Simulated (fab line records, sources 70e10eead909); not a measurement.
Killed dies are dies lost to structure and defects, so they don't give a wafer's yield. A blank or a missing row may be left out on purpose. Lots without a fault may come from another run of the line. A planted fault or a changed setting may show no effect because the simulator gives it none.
A struck lot beside a sound one | flow nand_harc | 15 steps out of a route of 1302
Sound: wafers L207.1, L207.2, L207.6. Struck: wafer L210.4. (L210.3, L210.6 of the same lot were not struck and are left out.) The cause comes at the end.
At each step with rows: each side's tool, then ch and its chambers, then its first start. Under that, the readings that differ: sound wafers | struck wafers | difference of the means | sigmas: that difference in standard deviations of wafers without a fault.
alike: readings whose means differ by less than 2 such deviations, and words and numbers that are the same on both sides. not compared: withheld readings, readings that some wafer has no value for, bounds like >300 that may hide the same value, and numbers for which the record gives no deviation and whose values overlap.
The two part at a step that has a row with sigmas, a row that says differs or no value, or rows on one side only. Numbers that don't overlap but have no deviation are shown without sigmas and don't part them. A reading that every wafer of one side lacks parts them only if that side has two wafers or more.

first, 4 steps without rows for these wafers: NHARC_P_BONDPAD_EBR_05; NHARC_P_BONDPAD_EXPOSE_06 (exposes mask P BPAD); NHARC_P_BONDPAD_PEB_07 (peb time 80 s); NHARC_P_BONDPAD_DEVELOP_08 (time 50 s).
NHARC_P_BONDPAD_CD_MEAS_09: target cd 500 nm.
  sound on cd_sem-03 ch 0, day 13 00:38; struck on cd_sem-03 ch 0, day 14 02:53
  reading    | sound             | struck | difference | sigmas
  cd_nm (nm) | 496.9 499.0 495.6 | 502.4  | +5.2       | +2
NHARC_P_BONDPAD_OVL_MEAS_38:
  sound on overlay-01, day 13 00:44; struck on overlay-01, day 14 02:58
  reading           | sound | struck | difference | sigmas
  overlay_x_nm (nm) | 5 6 6 | -6     | -12        | -3
  alike: overlay_y_nm
then, 1 step without rows for these wafers: NHARC_P_BONDPAD_HARDBAKE_10 (time 65 s).
NHARC_P_BONDPAD_DESCUM_11: chemistry O2, time 3 s.
  sound on rie_diel-12 ch 0,2, day 13 00:51; struck on rie_diel-09 ch 0, day 14 03:05
  reading                         | sound          | struck | difference | sigmas
  showerhead_plenum_p_Torr (Torr) | 1.96 2.02 1.96 | 1.83   | -0.15      | -2
  alike: drypump_motor_current_A, oes_product_au, rf_vpp_V, throttle_valve_pct
  not compared: rf_hours_counter_h
NHARC_P_BONDPAD_ETCH_37: etches the open film in N2/H2, target depth 60 nm, overetch 18 nm, time 65.91 s.
  sound on rie_diel-12 ch 0,2, day 13 00:58; struck on rie_diel-09 ch 1, day 14 03:11
  alike: drypump_motor_current_A, oes_product_au, rf_vpp_V, run_length_s, showerhead_plenum_p_Torr, throttle_valve_pct
  not compared: rf_hours_counter_h
NHARC_P_BONDPAD_ETCH_12: etches the open film in CHF3/O2, target depth 200 nm, time 100 s.
  sound on rie_diel-12 ch 0,3; struck on rie_diel-09 ch 1
  reading               | sound             | struck | difference | sigmas
  oes_product_au (a.u.) | 0.965 0.978 0.973 | 0.921  | -0.051     | -2
  alike: drypump_motor_current_A, rf_vpp_V, run_length_s, showerhead_plenum_p_Torr, throttle_valve_pct
  not compared: rf_hours_counter_h
NHARC_P_BONDPAD_CD_MEAS_13:
  sound on cd_sem-02, day 13 01:13; struck on cd_sem-03, day 14 03:24
  alike: cd_nm
NHARC_P_BONDPAD_STRIP_15: strips in O2.
  sound on rie_diel-09 ch 0,2,3, day 13 01:19; struck on rie_diel-12 ch 0, day 14 03:28
  reading      | sound          | struck | difference | sigmas
  rf_vpp_V (V) | 56.8 55.9 58.0 | 59.6   | +2.7       | +3
  alike: drypump_motor_current_A, oes_product_au, showerhead_plenum_p_Torr, throttle_valve_pct
  not compared: rf_hours_counter_h
NHARC_P_BONDPAD_ETCH_24: etches the open film in CF4/N2, target depth 30 nm, time 72.99 s.
  sound on rie_diel-09 ch 0,1,3, day 13 01:27; struck on rie_diel-12 ch 0, day 14 03:37
  reading                | sound                | struck | difference | sigmas
  run_length_s (s)       | 94.1 94.6 95.5       | 91.2   | -3.5       | -10
  throttle_valve_pct (%) | 19.799 19.803 19.798 | 19.774 | -0.026     | -3
  alike: drypump_motor_current_A, oes_product_au, rf_vpp_V, showerhead_plenum_p_Torr
  not compared: rf_hours_counter_h
then, 1 step without rows for these wafers: NHARC_P_BONDPAD_STRIP_16 (strips in post etch residue remover, time 600 s).
-- the record jumps here: 18 days lie between the struck wafers' starts before and after (it left off in module P_BONDPAD and takes up again in module END, whose first step shown is number 1302 of the route) --
NHARC_END_SORT_01:
  sound on prober-01 ch 0, day 30 17:50; struck on prober-02 ch 0, day 32 05:56
  alike: defect_limited_yield, killed_at_array, killed_at_other, killed_at_periphery, killed_dies, killed_open, killed_short

WHERE THEY PART
First at NHARC_P_BONDPAD_CD_MEAS_09; last, within this record, at NHARC_P_BONDPAD_ETCH_24. Later steps at which nothing parts them and some readings are alike: NHARC_END_SORT_01.

WHY: what the simulator had put in
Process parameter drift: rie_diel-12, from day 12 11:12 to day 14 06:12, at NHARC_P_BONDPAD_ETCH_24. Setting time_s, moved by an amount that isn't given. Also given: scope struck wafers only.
